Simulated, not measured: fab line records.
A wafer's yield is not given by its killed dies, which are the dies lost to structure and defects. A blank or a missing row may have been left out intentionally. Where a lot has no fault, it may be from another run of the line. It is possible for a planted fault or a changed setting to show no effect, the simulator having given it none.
Matching of chambers + flow n5-finfet + N5_GATE_CUT_ETCH_37 on rie-diel-06: 4 sister chambers
The step etches SOC in N2/H2, target depth 60 nm, overetch 12 nm, time 90 s. 20 wafers are shown with their chamber, then 10 later ones without.

WAFERS WITH THEIR CHAMBER
| wafer  | chamber | throttle-valve-pct (%) | showerhead-plenum-p-Torr (Torr) | drypump-motor-current-A (A) |
|--------|---------|------------------------|---------------------------------|-----------------------------|
| L074.3 | 3       | 18.5                   | 2.42                            | 5.4                         |
| L074.4 | 2       | 17.4                   | 2.65                            | 5.8                         |
| L074.5 | 3       | 18.4                   | 2.42                            | 5.4                         |
| L078.1 | 0       | 17.7                   | 2.50                            | 5.7                         |
| L078.4 | 1       | 18.0                   | 2.43                            | 5.6                         |
| L078.6 | 3       | 18.4                   | 2.41                            | 5.4                         |
| L082.1 | 3       | 18.4                   | 2.41                            | 5.4                         |
| L082.3 | 2       | 17.4                   | 2.65                            | 5.8                         |
| L082.6 | 0       | 17.7                   | 2.49                            | 5.7                         |
| L083.1 | 3       | 18.5                   | 2.41                            | 5.4                         |
| L083.2 | 0       | 17.7                   | 2.49                            | 5.7                         |
| L083.3 | 1       | 18.0                   | 2.43                            | 5.7                         |
| L083.4 | 2       | 17.4                   | 2.65                            | 5.8                         |
| L083.5 | 1       | 18.0                   | 2.43                            | 5.6                         |
| L083.6 | 2       | 17.4                   | 2.65                            | 5.8                         |
| L086.3 | 2       | 17.4                   | 2.64                            | 5.8                         |
| L086.5 | 2       | 17.4                   | 2.64                            | 5.8                         |
| L086.6 | 1       | 18.0                   | 2.42                            | 5.6                         |
| L087.1 | 2       | 17.4                   | 2.64                            | 5.8                         |
| L087.2 | 3       | 18.5                   | 2.41                            | 5.4                         |

SIGNATURES (means of the wafers above)
| reading                  | chamber 0 | chamber 1 | chamber 2 | chamber 3 | scatter within a chamber |
|--------------------------|-----------|-----------|-----------|-----------|--------------------------|
| throttle-valve-pct       | 17.700    | 18.000    | 17.400    | 18.450    | 0.0306                   |
| showerhead-plenum-p-Torr | 2.4933    | 2.4275    | 2.6457    | 2.4133    | 0.00528                  |
| drypump-motor-current-A  | 5.700     | 5.625     | 5.800     | 5.400     | 0.0217                   |
Rule: for a wafer and a chamber, the distance is found by dividing, reading by reading, the gap between the wafer's reading and the chamber's mean by the reading's scatter, squaring, summing and taking the root. The wafer belongs to the nearest chamber; if the next one is less than 2 further off, it can't be placed. The scatter: the root of (the sum of the squares of (reading less its chamber's mean) over the shown wafers, divided by (wafers less chambers)).

WAFERS WHOSE CHAMBER IS MISSING
| wafer  | throttle-valve-pct (%) | showerhead-plenum-p-Torr (Torr) | drypump-motor-current-A (A) |
|--------|------------------------|---------------------------------|-----------------------------|
| L087.6 | 17.4                   | 2.64                            | 5.8                         |
| L088.1 | 17.4                   | 2.64                            | 5.8                         |
| L088.5 | 18.5                   | 2.41                            | 5.4                         |
| L088.6 | 18.0                   | 2.42                            | 5.6                         |
| L096.1 | 18.1                   | 2.41                            | 5.7                         |
| L096.5 | 17.2                   | 2.48                            | 5.7                         |
| L096.6 | 18.0                   | 2.41                            | 5.6                         |
| L097.2 | 18.1                   | 2.73                            | 5.3                         |
| L097.3 | 18.1                   | 2.41                            | 5.6                         |
| L097.6 | 18.1                   | 2.72                            | 5.4                         |

WHICH CHAMBER EACH ONE RAN IN
| wafer  | from the rows above | in truth                   |
|--------|---------------------|----------------------------|
| L087.6 | 2                   | 2                          |
| L088.1 | 2                   | 2                          |
| L088.5 | 3                   | 3                          |
| L088.6 | 1                   | 1                          |
| L096.1 | 1                   | 1                          |
| L096.5 | 0                   | 0                          |
| L096.6 | 1                   | 1                          |
| L097.2 | 2                   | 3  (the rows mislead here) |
| L097.3 | 1                   | 1                          |
| L097.6 | 2                   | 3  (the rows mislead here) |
Placed correctly: 8 of 10. From these rows, 0 cannot be placed. Number placed wrongly: 2.
